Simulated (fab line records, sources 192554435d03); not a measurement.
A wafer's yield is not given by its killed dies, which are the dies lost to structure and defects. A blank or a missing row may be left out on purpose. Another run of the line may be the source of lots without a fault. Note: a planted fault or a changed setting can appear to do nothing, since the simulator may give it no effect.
Matching of chambers -- flow n5_finfet -- N5_DUMMY_GATE_STRIP_48 on rie_diel-06 has 4 sister chambers
The step strips in N2/H2, time 20 s. 4 wafers are shown with their chamber, then 9 later ones without.

WAFERS, EACH WITH ITS CHAMBER
wafer,chamber,showerhead_plenum_p_Torr (Torr)
L086.5,2,3.55
L088.1,0,3.46
L088.3,3,3.11
L088.6,1,3.32

WAFERS WITH NO CHAMBER GIVEN
wafer,showerhead_plenum_p_Torr (Torr)
L090.4,3.11
L090.5,3.32
L090.6,3.55
L092.2,3.45
L092.4,3.32
L092.5,3.45
L094.2,3.31
L094.4,3.11
L094.6,3.45

CHAMBER TAKEN BY EACH
wafer,from the rows above,in truth
L090.4,3,3
L090.5,1,1
L090.6,2,2
L092.2,0,0
L092.4,1,1
L092.5,0,0
L094.2,1,1
L094.4,3,3
L094.6,0,0
Correct placement for 9 of the 9. From these rows, 0 cannot be placed. Number placed wrongly: 0.
How it was worked out, from the rows above alone: a wafer's distance from a chamber is the root of the sum, over the readings, of the square of ((its reading less the chamber's mean) divided by the reading's scatter). The wafer belongs to the nearest chamber; if the next one is less than 2 further off, it can't be placed. A chamber's mean is the mean of its shown wafers. The scatter: with one shown wafer a chamber, the root of the mean of the squares of how far each hidden wafer lies from its nearest shown one.
